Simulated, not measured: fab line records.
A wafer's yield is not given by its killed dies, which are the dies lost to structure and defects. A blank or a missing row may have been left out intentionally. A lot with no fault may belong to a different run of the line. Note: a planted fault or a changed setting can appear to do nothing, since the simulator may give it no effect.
Commonality check across tools | flow nand harc | 33 wafers sampled across 11 lots

WHAT PROMPTED THE OPENING
On 1 of the 11 lots, a flag is raised at NHARC_P_ZERO_WELL_CD_MEAS_24 on the reading cd nm. Fault-free wafers read 720.2 nm, with a standard deviation of 1.4.
Rule: a lot gets a flag if all its wafers with a number sit over 4 standard deviations from that mean, or if no wafer of it has a number. The rest of the lots are taken to be sound.

lot  | measured    | on        | cd nm (nm), wafer by wafer | flag
L148 | day 1 14:40 | cd sem-02 | 723.5 720.8 721.3          |
L149 | day 1 20:37 | cd sem-02 | 719.6 719.5 719.2          |
L154 | day 3 02:35 | cd sem-01 | 721.2 720.9 720.3          |
L155 | day 3 08:29 | cd sem-03 | 720.5 720.5 721.8          |
L156 | day 3 14:25 | cd sem-02 | 707.3 708.7 707.3          | FLAGGED
L158 | day 4 02:29 | cd sem-02 | 719.7 720.6 721.9          |
L159 | day 4 08:29 | cd sem-03 | 718.5 719.5 718.7          |
L166 | day 6 02:36 | cd sem-02 | 720.6 719.0 720.7          |
L169 | day 6 20:28 | cd sem-01 | 720.9 721.7 721.1          |
L170 | day 7 02:29 | cd sem-02 | 719.4 720.6 718.0          |
L171 | day 7 08:37 | cd sem-03 | 721.8 719.6 719.7          |
The mean of the flagged lots' numbers is 707.8 nm, -12.4 nm from the usual (-9 standard deviations).

EACH LOT AND THE TOOL IT RAN ON
The record keeps 1 process step preceding the reading, out of 1159 steps on the route. In each cell: the tool, then ch and the chambers that the sampled wafers went through, then the start.
lot  | flag    | NHARC_P_ZERO_WELL_EXPOSE_21
L148 |         | krf scanner-04 ch 0, day 1 14:31
L149 |         | krf scanner-01 ch 0, day 1 20:28
L154 |         | krf scanner-04 ch 0, day 3 02:26
L155 |         | krf scanner-04 ch 0, day 3 08:20
L156 | FLAGGED | krf scanner-04 ch 0, day 3 14:16
L158 |         | krf scanner-04 ch 0, day 4 02:20
L159 |         | krf scanner-04 ch 0, day 4 08:20
L166 |         | krf scanner-02 ch 0, day 6 02:27
L169 |         | krf scanner-02 ch 0, day 6 20:19
L170 |         | krf scanner-02 ch 0, day 7 02:19
L171 |         | krf scanner-01 ch 0, day 7 08:27
What the steps here do:
- NHARC_P_ZERO_WELL_EXPOSE_21: exposes mask P NWELL, target cd 720 nm.
- NHARC_P_ZERO_WELL_CD_MEAS_24: target cd 720 nm.

FLAGGED OVER TOTAL, TOOL BY TOOL (the gauges that took the reading come last)
step                         | tool           | lots run | flagged | share of the flagged lots | sound lots run after its first flagged lot
NHARC_P_ZERO_WELL_EXPOSE_21  | krf scanner-01 | 2        | 0       | none                      | -
NHARC_P_ZERO_WELL_EXPOSE_21  | krf scanner-02 | 3        | 0       | none                      | -
NHARC_P_ZERO_WELL_EXPOSE_21  | krf scanner-04 | 6        | 1       | all                       | 2 (L158,L159)
NHARC_P_ZERO_WELL_CD_MEAS_24 | cd sem-01      | 2        | 0       | none                      | -
NHARC_P_ZERO_WELL_CD_MEAS_24 | cd sem-02      | 6        | 1       | all                       | 3 (L158,L166,L170)
NHARC_P_ZERO_WELL_CD_MEAS_24 | cd sem-03      | 3        | 0       | none                      | -

WHAT THE TABLE PERMITS
Rows of the table that ran all the flagged lots, 2 in number: krf scanner-04 at NHARC_P_ZERO_WELL_EXPOSE_21; cd sem-02 at NHARC_P_ZERO_WELL_CD_MEAS_24.
- krf scanner-04 at NHARC_P_ZERO_WELL_EXPOSE_21: 1 of its 6 lots flagged. After the first flagged lot (L158, L159), sound lots still ran on it; a lasting fault on the whole tool would not permit that.
- cd sem-02 at NHARC_P_ZERO_WELL_CD_MEAS_24: 1 of its 6 lots flagged. After the first flagged lot (L158, L166, L170), sound lots still ran on it; a lasting fault on the whole tool would not permit that.
Not one row of the table ran every flagged lot while running no sound lot after the first.

WHAT WAS PUT IN BY THE SIMULATOR
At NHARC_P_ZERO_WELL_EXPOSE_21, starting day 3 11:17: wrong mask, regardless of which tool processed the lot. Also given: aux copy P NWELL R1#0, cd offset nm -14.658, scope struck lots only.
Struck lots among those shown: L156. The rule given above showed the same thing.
